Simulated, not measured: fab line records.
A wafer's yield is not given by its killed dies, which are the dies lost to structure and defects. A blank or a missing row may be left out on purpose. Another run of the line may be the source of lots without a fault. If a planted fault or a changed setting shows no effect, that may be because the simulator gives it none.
Matching of chambers -- flow n5_finfet -- N5_BEOL_M11_ALD_74 on ald_metal-02 has 4 sister chambers
The step deposits TaN, target thk 2 nm, pulse time 2 s, purge time 3 s. 8 wafers are shown with their chamber, then 12 later ones without.

== EACH WAFER AND ITS CHAMBER ==
wafer,chamber,heater_power_w (W)
L078.1,0,334
L081.6,0,336
L082.4,2,353
L084.4,2,352
L089.2,3,368
L092.2,1,377
L092.3,3,362
L092.5,1,380

== WAFERS MISSING THEIR CHAMBER ==
wafer,heater_power_w (W)
L094.3,387
L094.4,363
L094.5,356
L093.2,354
L093.4,379
L093.6,333
L097.1,353
L097.2,388
L097.3,337
L097.4,361
L097.5,378
L097.6,358

== EACH ONE'S CHAMBER ==
wafer,from the rows above,in truth
L094.3,1,1
L094.4,3,3
L094.5,2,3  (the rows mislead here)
L093.2,2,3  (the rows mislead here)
L093.4,1,1
L093.6,0,0
L097.1,2,2
L097.2,1,1
L097.3,0,0
L097.4,can't be placed: 3 or 2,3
L097.5,1,1
L097.6,can't be placed: 2 or 3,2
Placed correctly: 8 of 12. Not placeable from these rows: 2 (in 2, the candidates include the true chamber). 2 placed wrongly.
How it was worked out, from the rows above alone: a wafer's distance from a chamber is the root of the sum, over the readings, of the square of ((its reading less the chamber's mean) divided by the reading's scatter). If the next closest chamber is less than 2 further off than the closest, the wafer can't be placed; otherwise it belongs to the closest. For every chamber, the mean is computed from those of its wafers that are shown. The scatter: take each reading less its chamber's mean, square it, sum over the shown wafers, divide by the number of wafers less the number of chambers, and take the root.
